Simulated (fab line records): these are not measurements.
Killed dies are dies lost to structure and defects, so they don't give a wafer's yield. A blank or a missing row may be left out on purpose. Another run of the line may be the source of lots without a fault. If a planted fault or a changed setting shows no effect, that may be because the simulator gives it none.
Check of tool commonality + flow n5 finfet + 9 lots and 27 wafers in the sample

## REASON IT WAS OPENED
At N5_BEOL_M4_RC_MEAS_101 the reading IOFF_N_LONG is flagged on 2 of 9 lots. Wafers without a fault read 5.58e-05 nA/um, standard deviation 2.4e-06.
Rule: a lot is flagged in two cases, either no wafer of it has a number, or all its wafers with numbers fall more than 4 standard deviations from that mean. All remaining lots are regarded as sound.

| lot  | measured     | on        | IOFF_N_LONG (nA/um), wafer by wafer | flag    |
|------|--------------|-----------|-------------------------------------|---------|
| L603 | day 10 15:06 | prober-01 | 5.64e-05 5.75e-05 5.67e-05          |         |
| L609 | day 12 01:40 | prober-01 | 0.010889 0.010742 0.011052          | FLAGGED |
| L608 | day 12 09:07 | prober-02 | 0.0098165 0.0096194 0.0097402       | FLAGGED |
| L617 | day 14 04:21 | prober-02 | 5.36e-05 5.29e-05 5.07e-05          |         |
| L622 | day 15 12:39 | prober-01 | 5.01e-05 5.08e-05 5.11e-05          |         |
| L623 | day 15 15:13 | prober-02 | 5.82e-05 5.52e-05 5.72e-05          |         |
| L621 | day 15 15:47 | prober-01 | 5.72e-05 5.67e-05 5.59e-05          |         |
| L625 | day 16 07:49 | prober-02 | 5.74e-05 5.48e-05 5.61e-05          |         |
| L624 | day 17 18:43 | prober-01 | 5.43e-05 5.42e-05 5.44e-05          |         |
Averaged over the flagged lots the numbers come to 1.03e-02 nA/um, +1.03e-02 nA/um from the usual (+99 or more standard deviations).

## LOT BY LOT: THE TOOL USED
Before the reading, the record contains 4 process steps out of a 1938-step route. Cell contents, in order: the tool; ch with the chambers the sampled wafers went through; the start.
| lot  | flag    | N5_DUMMY_REMOVAL_HM_STRIP_01      | N5_HKMG_FIN_STRIP_57              | N5_HKMG_FIN_WET_ETCH_77            | N5_HKMG_FIN_PWFM_ALD_03            |
|------|---------|-----------------------------------|-----------------------------------|------------------------------------|------------------------------------|
| L603 |         | rie diel-06 ch 1,3, day 3 23:10   | rie diel-01 ch 0,2,3, day 4 01:02 | wet bench-06 ch 2,4,6, day 4 02:01 | ald metal-02 ch 1,2,3, day 4 03:13 |
| L609 | FLAGGED | rie diel-06 ch 1,2,3, day 5 17:43 | rie diel-01 ch 0,2,3, day 5 19:46 | wet bench-06 ch 0,3,7, day 5 20:45 | ald metal-04 ch 1,3, day 5 21:56   |
| L608 | FLAGGED | rie diel-02 ch 1,2,3, day 5 09:08 | rie diel-04 ch 1,2,3, day 5 11:01 | wet bench-02 ch 3,5,7, day 5 11:59 | ald metal-02 ch 1,2,3, day 5 13:10 |
| L617 |         | rie diel-06 ch 0,1,3, day 7 08:07 | rie diel-04 ch 2,3, day 7 09:52   | wet bench-06 ch 3,4,5, day 7 10:50 | ald metal-02 ch 0,1, day 7 12:01   |
| L622 |         | rie diel-06 ch 2,3, day 8 13:20   | rie diel-01 ch 1,2, day 8 15:19   | wet bench-06 ch 1,4,6, day 8 16:19 | ald metal-02 ch 0,1, day 8 17:40   |
| L623 |         | rie diel-06 ch 0,1,3, day 9 02:08 | rie diel-01 ch 1,2,3, day 9 04:14 | wet bench-05 ch 4,5,6, day 9 05:13 | ald metal-04 ch 1,2,3, day 9 06:25 |
| L621 |         | rie diel-06 ch 2,3, day 8 11:41   | rie diel-01 ch 2,3, day 8 13:41   | wet bench-02 ch 0,2,3, day 8 14:49 | ald metal-03 ch 2,3, day 8 16:35   |
| L625 |         | rie diel-06 ch 0,1,3, day 9 08:58 | rie diel-05 ch 0,2,3, day 9 11:01 | wet bench-06 ch 3,4,5, day 9 12:00 | ald metal-02 ch 0,1,3, day 9 13:13 |
| L624 |         | rie diel-06 ch 0,2,3, day 9 04:29 | rie diel-05 ch 1,2,3, day 9 06:22 | wet bench-06 ch 0,4,5, day 9 07:23 | ald metal-03 ch 1,2,3, day 9 08:40 |
What the steps here do:
- N5_DUMMY_REMOVAL_HM_STRIP_01: strips SiNx in CH3F/O2, stops on poly-Si, target depth 4 nm, time 6.8 s.
- N5_HKMG_FIN_STRIP_57: strips in CF4.
- N5_HKMG_FIN_WET_ETCH_77: etches La2O3 in dHCl, stops on HfO2, target depth 2 nm.
- N5_HKMG_FIN_PWFM_ALD_03: deposits TiN, target thk 2 nm, pulse time 1 s, purge time 3 s.
- N5_BEOL_M4_RC_MEAS_101

## FLAGGED OVER TOTAL, TOOL BY TOOL (the gauges that took the reading come last)
| step                         | tool         | lots run | flagged | share of the flagged lots | sound lots run after its first flagged lot |
|------------------------------|--------------|----------|---------|---------------------------|--------------------------------------------|
| N5_DUMMY_REMOVAL_HM_STRIP_01 | rie diel-02  | 1        | 1       | some                      | 0                                          |
| N5_DUMMY_REMOVAL_HM_STRIP_01 | rie diel-06  | 8        | 1       | some                      | 6 (L617,L621,L622,L623,L624,L625)          |
| N5_HKMG_FIN_STRIP_57         | rie diel-01  | 5        | 1       | some                      | 3 (L621,L622,L623)                         |
| N5_HKMG_FIN_STRIP_57         | rie diel-04  | 2        | 1       | some                      | 1 (L617)                                   |
| N5_HKMG_FIN_STRIP_57         | rie diel-05  | 2        | 0       | none                      | -                                          |
| N5_HKMG_FIN_WET_ETCH_77      | wet bench-02 | 2        | 1       | some                      | 1 (L621)                                   |
| N5_HKMG_FIN_WET_ETCH_77      | wet bench-05 | 1        | 0       | none                      | -                                          |
| N5_HKMG_FIN_WET_ETCH_77      | wet bench-06 | 6        | 1       | some                      | 4 (L617,L622,L624,L625)                    |
| N5_HKMG_FIN_PWFM_ALD_03      | ald metal-02 | 5        | 1       | some                      | 3 (L617,L622,L625)                         |
| N5_HKMG_FIN_PWFM_ALD_03      | ald metal-03 | 2        | 0       | none                      | -                                          |
| N5_HKMG_FIN_PWFM_ALD_03      | ald metal-04 | 2        | 1       | some                      | 1 (L623)                                   |
| N5_BEOL_M4_RC_MEAS_101       | prober-01    | 5        | 1       | some                      | 3 (L622,L621,L624)                         |
| N5_BEOL_M4_RC_MEAS_101       | prober-02    | 4        | 1       | some                      | 3 (L617,L623,L625)                         |

## THE TABLE: WHAT IT ALLOWS
No row of the table ran every flagged lot.

## WHAT HAD BEEN PUT IN BY THE SIMULATOR
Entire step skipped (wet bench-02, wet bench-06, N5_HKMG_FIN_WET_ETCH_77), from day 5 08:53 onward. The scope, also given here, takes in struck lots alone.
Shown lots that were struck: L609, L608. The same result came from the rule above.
